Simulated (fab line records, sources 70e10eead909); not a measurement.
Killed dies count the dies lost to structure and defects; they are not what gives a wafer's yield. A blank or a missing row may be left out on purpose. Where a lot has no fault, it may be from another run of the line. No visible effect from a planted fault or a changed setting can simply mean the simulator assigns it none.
fab line records | flow nandHarc
record lots=6 | wafers=18 | lastDay=24
route steps=1159 shown A_STAIRCASE@606 END@1159
lots with no fault: from the same line, run without faults
startH: hours from the record's first day to the start of the lot's first wafer shown | waitH: how many hours have passed since the lot's step before this one | " unchanged from the row above | L1.1+2: one row covering several wafers at once | - value missing, or start not given | * or withheld: withheld | < > ~ a bound
route shown NAME@n: NAME is a module with steps in the file, n the number in the route of the first one | usual: mean/standard deviation taken from wafers without a fault | same: alike in all rows | chamber/n: place in a boat | sites: readings site by site | _std_site: how widely they spread, as a standard deviation | _edge_site: outer sites' mean less inner sites' | radiusMm: how far each site lies from the wafer's centre | mask NAME#n: copy n | behind: the last tool/chamber to shape the wafer | hold: cause of the lot's hold/its duration in hours/its outcome | device: whichever transistor did not switch (one of n, p or np) | end of line: at the end of the route, the tests of the same wafers | a step given without rows: its recipe and nothing more | killed: at the first sort, the dies lost to defects and structure; wafer yield is something else | map: per-die view of a wafer (x killed, . not killed, _ where there is no die)
set.NAME: the setting as run; set.NAME@STEP: as run at that earlier step | model.NAME: the simulator's own value behind a step, which no gauge read
lots at some steps of the route; a table a step, a row a wafer
services: a tool's chamber out of use, with start hour (startH, from the record's first day; less than 0 if before it), hours out, and reason
## steps
# step NHARC_A_STAIRCASE_SOFTBAKE_212
# recipe tempC=135 | timeS=170
# step NHARC_A_STAIRCASE_EBR_213
# step NHARC_A_STAIRCASE_EXPOSE_214
# recipe na=0.5 | doseMj=31.26 | maskId=STAIR_3
# step NHARC_A_STAIRCASE_PEB_215
# recipe pebTempC=115 | pebTimeS=130
# step NHARC_A_STAIRCASE_DEVELOP_216
# recipe timeS=140
# step NHARC_A_STAIRCASE_HARDBAKE_218
# recipe tempC=120 | timeS=140
# step NHARC_A_STAIRCASE_DESCUM_219
# recipe timeS=3 | o2FlowSccm=200 | arFlowSccm=0 | biasPowerW=0 | chemistry=O2
# usual drypumpMotorCurrentA=5.6/0.52 | oesProductAu=0.997/0.0069 | rfVppV=57.8/0.97 | showerheadPlenumPTorr=1.92/0.089 | throttleValvePct=11.312/0.0091
# same biasPowerW=0 | timeS=3
lot.wafer | tool       | chamber | startH | waitH | drypumpMotorCurrentA | oesProductAu | rfHoursCounterH | rfVppV | showerheadPlenumPTorr | throttleValvePct
L486.1    | rieDiel-08 | 3       | 254.66 | -     | 5.5                  | 0.989        | 45              | 55.5   | 1.85                  | 11.318
L486.4    | "          | 1       | "      | "     | 5.6                  | 0.997        | 48              | 58.7   | 1.79                  | 11.314
L486.2    | "          | 2       | "      | "     | 5.3                  | 0.989        | 48              | 58.6   | 2.06                  | 11.315
L496.2    | rieDiel-08 | 0       | 323.71 | -     | 6.2                  | 0.994        | 5               | 57.7   | 1.98                  | 11.307
L496.1    | "          | 2       | "      | "     | 5.3                  | 1.001        | 5               | 58.5   | 2.05                  | 11.312
L496.5    | "          | 0       | "      | "     | 6.2                  | 1.000        | -               | 57.9   | 1.98                  | 11.331
L499.1    | rieDiel-08 | 0       | 328.38 | -     | 6.2                  | 0.993        | 7               | 56.8   | 1.98                  | 11.322
L499.5    | "          | 2       | "      | "     | 5.3                  | 0.998        | -               | 57.6   | 2.05                  | 11.313
L499.6    | "          | 3       | "      | "     | 5.4                  | 1.001        | -               | 56.7   | 1.84                  | 11.313
L500.1    | rieDiel-09 | 1       | 329.31 | -     | 4.9                  | 1.004        | 26              | 57.2   | 1.88                  | 11.322
L500.2    | "          | 3       | "      | "     | 5.5                  | 0.997        | 28              | 59.8   | 2.07                  | 11.317
L500.4    | "          | 0       | "      | "     | 5.0                  | 1.001        | -               | 58.2   | 1.91                  | 11.307
L503.1    | rieDiel-09 | 1       | 350.00 | -     | 4.9                  | 1.003        | 34              | 57.5   | 1.88                  | 11.309
L503.2    | "          | 0       | "      | "     | 5.0                  | 1.002        | 33              | 57.1   | 1.90                  | 11.312
L503.6    | "          | 0       | "      | "     | 5.0                  | 0.998        | -               | 56.4   | 1.90                  | 11.313
L501.2    | rieDiel-09 | 1       | 354.94 | -     | 4.9                  | 1.005        | 36              | 56.8   | 1.88                  | 11.321
L501.1    | "          | 3       | "      | "     | 5.5                  | 0.996        | 37              | 59.2   | 2.06                  | 11.309
L501.6    | "          | 1       | "      | "     | 4.9                  | 1.003        | -               | 57.4   | 1.88                  | 11.304
# step NHARC_A_STAIRCASE_TRIM_220
# recipe timeS=211.2 | o2FlowSccm=500 | arFlowSccm=0 | biasW=0 | chemistry=O2
# step NHARC_A_STAIRCASE_ETCH_221
# recipe targetDepthA=1000 | timeS=40.5 | ionEnergyEv=400 | c4f8FlowSccm=20 | o2FlowSccm=10 | arFlowSccm=withheld | rfW=600 | biasW=1000 | chemistry=C4F8/O2
# usual oesProductAu=0.936/0.011 | rfVppV=896/5.5
# same timeS=40.5
lot.wafer | tool       | chamber | startH | waitH | oesProductAu | rfHoursCounterH | rfVppV
L486.2    | rieDiel-08 | 0       | -      | -     | 0.938        | 45              | 902
L486.1    | "          | 1       | "      | "     | 0.955        | 48              | 888
L486.4    | "          | 2       | "      | "     | 0.965        | 48              | 904
L496.2    | rieDiel-08 | 0       | -      | -     | 0.935        | 6               | 901
L496.1    | "          | 1       | "      | "     | 0.937        | 5               | 888
L496.5    | "          | 1       | "      | "     | 0.935        | -               | 888
L499.1    | rieDiel-08 | 2       | -      | -     | 0.944        | 7               | 903
L499.6    | "          | 3       | "      | "     | 0.950        | -               | 892
L499.5    | "          | 0       | "      | "     | 0.946        | -               | 902
L500.2    | rieDiel-09 | 3       | -      | -     | 0.930        | 28              | 908
L500.1    | "          | 0       | "      | "     | 0.941        | 25              | 896
L500.4    | "          | 0       | "      | "     | 0.937        | -               | 896
L503.1    | rieDiel-09 | 0       | -      | -     | 0.936        | 33              | 896
L503.2    | "          | 1       | "      | "     | 0.939        | 34              | 895
L503.6    | "          | 3       | "      | "     | 0.930        | -               | 904
L501.1    | rieDiel-09 | 3       | -      | -     | 0.942        | 37              | 905
L501.2    | "          | 0       | "      | "     | 0.944        | 35              | 897
L501.6    | "          | 1       | "      | "     | 0.954        | -               | 894
# step NHARC_A_STAIRCASE_TRIM_222
# recipe timeS=211.2 | o2FlowSccm=500 | arFlowSccm=0 | biasW=0 | chemistry=O2
# usual drypumpMotorCurrentA=5.6/0.51 | oesProductAu=0.999/0.007 | rfVppV=57.8/0.96 | runLengthS=232.5/0.39 | showerheadPlenumPTorr=3.55/0.16 | throttleValvePct=17.037/0.01
# same timeS=211.2
lot.wafer | tool       | chamber | startH | waitH | drypumpMotorCurrentA | oesProductAu | rfHoursCounterH | rfVppV | runLengthS | showerheadPlenumPTorr | throttleValvePct
L486.4    | rieDiel-08 | 1       | -      | -     | 5.6                  | 1.005        | 48              | 58.7   | 232.0      | 3.32                  | 17.035
L486.1    | "          | 3       | "      | "     | 5.5                  | 1.002        | 45              | 57.6   | 231.9      | 3.42                  | 17.038
L486.2    | "          | 0       | "      | "     | 6.2                  | 0.994        | 45              | 58.7   | 232.7      | 3.66                  | 17.034
L496.2    | rieDiel-08 | 1       | -      | -     | 5.6                  | 0.998        | 5               | 55.6   | 231.8      | 3.31                  | 17.029
L496.1    | "          | 2       | "      | "     | 5.4                  | 0.998        | 6               | 58.0   | 232.4      | 3.77                  | 17.029
L496.5    | "          | 0       | "      | "     | 6.2                  | 0.998        | -               | 57.9   | 232.8      | 3.65                  | 17.024
L499.1    | rieDiel-08 | 1       | -      | -     | 5.6                  | 0.997        | 6               | 56.4   | 232.2      | 3.31                  | 17.036
L499.6    | "          | 1       | "      | "     | 5.6                  | 0.994        | -               | 57.7   | 232.1      | 3.31                  | 17.035
L499.5    | "          | 2       | "      | "     | 5.4                  | 1.005        | -               | 59.7   | 232.4      | 3.77                  | 17.028
L500.1    | rieDiel-09 | 0       | -      | -     | 5.0                  | 0.991        | 25              | 58.9   | 232.3      | 3.52                  | 17.035
L500.2    | "          | 3       | "      | "     | 5.5                  | 0.994        | 28              | 58.2   | 232.5      | 3.79                  | 17.044
L500.4    | "          | 3       | "      | "     | 5.6                  | 0.991        | -               | 60.0   | 232.5      | 3.79                  | 17.029
L503.2    | rieDiel-09 | 0       | -      | -     | 5.1                  | 0.988        | 33              | 58.7   | 232.3      | 3.51                  | 17.051
L503.1    | "          | 1       | "      | "     | 4.9                  | 1.001        | 34              | 57.7   | 232.3      | 3.47                  | 17.043
L503.6    | "          | 0       | "      | "     | 5.0                  | 1.000        | -               | 56.4   | 232.1      | 3.51                  | 17.035
L501.2    | rieDiel-09 | 1       | -      | -     | 4.9                  | 1.009        | 36              | 58.5   | 232.3      | 3.47                  | 17.039
L501.1    | "          | 3       | "      | "     | 5.5                  | 0.992        | 37              | 58.0   | 232.6      | 3.79                  | 17.042
L501.6    | "          | 1       | "      | "     | 4.9                  | 1.010        | -               | 58.0   | 232.4      | 3.47                  | 17.030
# step NHARC_A_STAIRCASE_ETCH_223
# recipe targetDepthA=1000 | timeS=40.5 | ionEnergyEv=400 | c4f8FlowSccm=20 | o2FlowSccm=10 | arFlowSccm=withheld | rfW=600 | biasW=1000 | chemistry=C4F8/O2
# usual oesProductAu=0.938/0.009 | rfVppV=896/5.6
# same timeS=40.5
lot.wafer | tool       | chamber | startH | waitH | oesProductAu | rfHoursCounterH | rfVppV
L486.4    | rieDiel-08 | 3       | -      | -     | 0.947        | 45              | 892
L486.2    | "          | 1       | "      | "     | 0.952        | 48              | 888
L486.1    | "          | 2       | "      | "     | 0.944        | 48              | 905
L496.2    | rieDiel-08 | 0       | -      | -     | 0.939        | 6               | 901
L496.1    | "          | 1       | "      | "     | 0.935        | 5               | 887
L496.5    | "          | 0       | "      | "     | 0.931        | -               | 900
L499.1    | rieDiel-08 | 1       | -      | -     | 0.942        | 6               | 888
L499.5    | "          | 2       | "      | "     | 0.938        | -               | 905
L499.6    | "          | 3       | "      | "     | 0.951        | -               | 893
L500.1    | rieDiel-09 | 3       | -      | -     | 0.945        | 28              | 905
L500.2    | "          | 1       | "      | "     | 0.945        | 26              | 895
L500.4    | "          | 3       | "      | "     | 0.946        | -               | 905
L503.2    | rieDiel-09 | 0       | -      | -     | 0.938        | 33              | 894
L503.1    | "          | 1       | "      | "     | 0.950        | 34              | 893
L503.6    | "          | 0       | "      | "     | 0.938        | -               | 894
L501.2    | rieDiel-09 | 0       | -      | -     | 0.933        | 35              | 895
L501.1    | "          | 3       | "      | "     | 0.940        | 37              | 906
L501.6    | "          | 0       | "      | "     | 0.940        | -               | 896
# step NHARC_A_STAIRCASE_TRIM_224
# recipe timeS=211.2 | o2FlowSccm=500 | arFlowSccm=0 | biasW=0 | chemistry=O2
# usual drypumpMotorCurrentA=5.6/0.52 | oesProductAu=1.000/0.0068 | rfVppV=57.9/0.82 | runLengthS=232.5/0.45 | showerheadPlenumPTorr=3.54/0.15 | throttleValvePct=17.038/0.0095
lot.wafer | tool       | chamber | startH | waitH | drypumpMotorCurrentA | oesProductAu | rfHoursCounterH | rfVppV | runLengthS | showerheadPlenumPTorr | throttleValvePct
L486.4    | rieDiel-08 | 3       | 255.20 | -     | 5.4                  | 1.000        | 45              | 58.7   | 231.9      | 3.42                  | 17.050
L486.2    | "          | 1       | "      | "     | 5.6                  | 1.011        | 48              | 57.6   | 231.9      | 3.32                  | 17.028
L486.1    | "          | 2       | "      | "     | 5.4                  | 0.994        | 48              | 59.4   | 232.7      | 3.78                  | 17.043
L496.1    | rieDiel-08 | 0       | 324.43 | -     | 6.2                  | 1.002        | 6               | 57.4   | 169.7      | 3.65                  | 17.038
L496.2    | "          | 2       | "      | "     | 5.4                  | 1.002        | 6               | 58.6   | 232.9      | 3.77                  | 17.027
L496.5    | "          | 3       | "      | "     | 5.4                  | 1.007        | -               | 57.3   | 232.1      | 3.41                  | 17.052
L499.1    | rieDiel-08 | 2       | 328.94 | -     | 5.3                  | 0.996        | 7               | 58.2   | 232.6      | 3.77                  | 17.040
L499.6    | "          | 0       | "      | "     | 6.2                  | 1.005        | -               | 57.1   | 169.8      | 3.65                  | 17.016
L499.5    | "          | 1       | "      | "     | 5.6                  | 1.001        | -               | 57.4   | 232.1      | 3.31                  | 17.050
L500.1    | rieDiel-09 | 1       | 329.94 | -     | 4.9                  | 1.012        | 26              | 58.1   | 232.6      | 3.48                  | 17.030
L500.2    | "          | 0       | "      | "     | 5.1                  | 1.009        | 25              | 58.8   | 232.5      | 3.52                  | 17.035
L500.4    | "          | 1       | "      | "     | 4.9                  | 1.008        | -               | 57.2   | 232.7      | 3.48                  | 17.041
L503.2    | rieDiel-09 | 1       | 350.64 | -     | 4.8                  | 1.003        | 34              | 58.4   | 232.3      | 3.47                  | 17.044
L503.1    | "          | 3       | "      | "     | 5.6                  | 0.991        | 36              | 56.9   | 232.7      | 3.79                  | 17.035
L503.6    | "          | 1       | "      | "     | 4.9                  | 0.999        | -               | 57.6   | 232.2      | 3.47                  | 17.057
L501.1    | rieDiel-09 | 0       | 355.60 | -     | 5.1                  | 0.991        | 35              | 58.9   | 232.1      | 3.51                  | 17.033
L501.2    | "          | 1       | "      | "     | 4.9                  | 0.999        | 36              | 57.7   | 232.7      | 3.47                  | 17.027
L501.6    | "          | 1       | "      | "     | 4.9                  | 0.997        | -               | 57.1   | 232.3      | 3.47                  | 17.033
# step NHARC_A_STAIRCASE_ETCH_225
# recipe targetDepthA=1000 | timeS=40.5 | ionEnergyEv=400 | c4f8FlowSccm=20 | o2FlowSccm=10 | arFlowSccm=withheld | rfW=600 | biasW=1000 | chemistry=C4F8/O2
# usual oesProductAu=0.942/0.01 | rfVppV=897/5.4
# same timeS=40.5
lot.wafer | tool       | chamber | startH | waitH | oesProductAu | rfHoursCounterH | rfVppV
L486.2    | rieDiel-08 | 3       | -      | -     | 0.947        | 45              | 892
L486.4    | "          | 0       | "      | "     | 0.948        | 45              | 899
L486.1    | "          | 1       | "      | "     | 0.951        | 48              | 888
L496.1    | rieDiel-08 | 0       | -      | -     | 0.936        | 6               | 900
L496.2    | "          | 3       | "      | "     | 0.945        | 7               | 891
L496.5    | "          | 0       | "      | "     | 0.941        | -               | 899
L499.1    | rieDiel-08 | 2       | -      | -     | 0.946        | 7               | 904
L499.6    | "          | 2       | "      | "     | 0.955        | -               | 904
L499.5    | "          | 3       | "      | "     | 0.967        | -               | 893
L500.1    | rieDiel-09 | 3       | -      | -     | 0.936        | 28              | 906
L500.2    | "          | 1       | "      | "     | 0.945        | 26              | 894
L500.4    | "          | 0       | "      | "     | 0.945        | -               | 895
L503.1    | rieDiel-09 | 1       | -      | -     | 0.951        | 34              | 893
L503.2    | "          | 3       | "      | "     | 0.933        | 36              | 905
L503.6    | "          | 3       | "      | "     | 0.929        | -               | 906
L501.1    | rieDiel-09 | 1       | -      | -     | 0.944        | 36              | 892
L501.2    | "          | 3       | "      | "     | 0.940        | 38              | 905
L501.6    | "          | 3       | "      | "     | 0.942        | -               | 904
# step NHARC_END_SORT_01
# recipe tempC=25
# usual killedAtArray=27/10 | killedAtOther=0.6/1 | killedAtPeriphery=3.4/2.7 | killedDies=31/9.7 | killedOpen=3.4/1.7 | killedShort=2.2/1.5
# same grossDies=677
lot.wafer | tool      | chamber | startH | waitH | killedAtArray | killedAtOther | killedAtPeriphery | killedDies | killedOpen | killedShort
L499.5    | prober-01 | 0       | 543.88 | 3.7   | 19            | 0             | 3                 | 22         | 4          | 3
L499.6    | prober-01 | 0       | 544.69 | 4.1   | 36            | 0             | 1                 | 37         | 1          | 2
# killed by level:class
L499.5 A_SLIT:chamberFilmFlake=7 A_CHANNEL_HOLE_D1:chamberFilmFlake=4 A_CONTACT:chamberFilmFlake=3 A_WL_FILL:geometricParticle:short=2 P_STI:geometricParticle:open=1 P_STI:geometricParticle:short=1 P_CONTACT:geometricParticle:open=1 A_CHANNEL_FILL_D1:geometricParticle:open=1
L499.6 A_SLIT:chamberFilmFlake=19 A_CHANNEL_HOLE_D1:chamberFilmFlake=8 A_CONTACT:chamberFilmFlake=4 A_ONON_D1:geometricParticle:short=1 A_CHANNEL_FILL_D1:geometricParticle:short=1 A_CONTACT:geometricParticle:open=1 P_STI:chamberFilmFlake=1 A_M1:chamberFilmFlake=1
## services
tool       | chamber | startH | hours | kind
rieDiel-08 | 0       | 231.86 | -     | clean
rieDiel-08 | 1       | 231.86 | -     | clean
rieDiel-08 | 2       | 231.86 | -     | clean
rieDiel-08 | 3       | 231.86 | -     | clean
rieDiel-09 | 0       | 234.55 | -     | clean
rieDiel-09 | 1       | 234.55 | -     | clean
rieDiel-09 | 2       | 234.55 | -     | clean
rieDiel-09 | 3       | 234.55 | -     | clean
rieDiel-09 | -       | 254.10 | 9.0   | pm
rieDiel-09 | 0       | 254.10 | 9.0   | ventCycle
rieDiel-09 | 1       | 254.10 | 9.0   | ventCycle
rieDiel-09 | 2       | 254.10 | 9.0   | ventCycle
rieDiel-09 | 3       | 254.10 | 9.0   | ventCycle
rieDiel-08 | 0       | 256.41 | -     | clean
rieDiel-08 | 1       | 256.41 | -     | clean
rieDiel-08 | 2       | 256.41 | -     | clean
rieDiel-08 | 3       | 256.41 | -     | clean
rieDiel-09 | 0       | 263.10 | -     | clean
rieDiel-09 | 1       | 263.10 | -     | clean
rieDiel-09 | 1       | 263.10 | -     | consumableReplace:focusRing
rieDiel-08 | -       | 302.28 | 9.0   | pm
rieDiel-08 | 0       | 341.33 | 3.9   | repair
rieDiel-08 | 1       | 343.02 | 7.6   | repair
rieDiel-08 | 3       | 343.92 | 6.9   | repair
## key
firstSign step=NHARC_A_STAIRCASE_TRIM_224 | reading=runLengthS | direction=down | sigmas=99+ | usual=* | struck=*
effect none on later readings
metAt NHARC_A_STAIRCASE_TRIM_224
struckWafers L496.1,L499.6
testerLeftOut L496,L499
fault kind=processParameterDrift | tool=rieDiel-08 | chamber=0 | onsetH=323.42 | steps=NHARC_A_STAIRCASE_TRIM_224 | channel=timeS | offset=* | shape=step | endH=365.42 | actsIn=* | stated=*
# testerLeftOut: of these lots the tester's yield and bins aren't shown, on N5 and GAA mostly nor the transistor test; their killed dies are dies lost to structure and defects alone, not to doping, threshold or leakage, so they don't give the yield
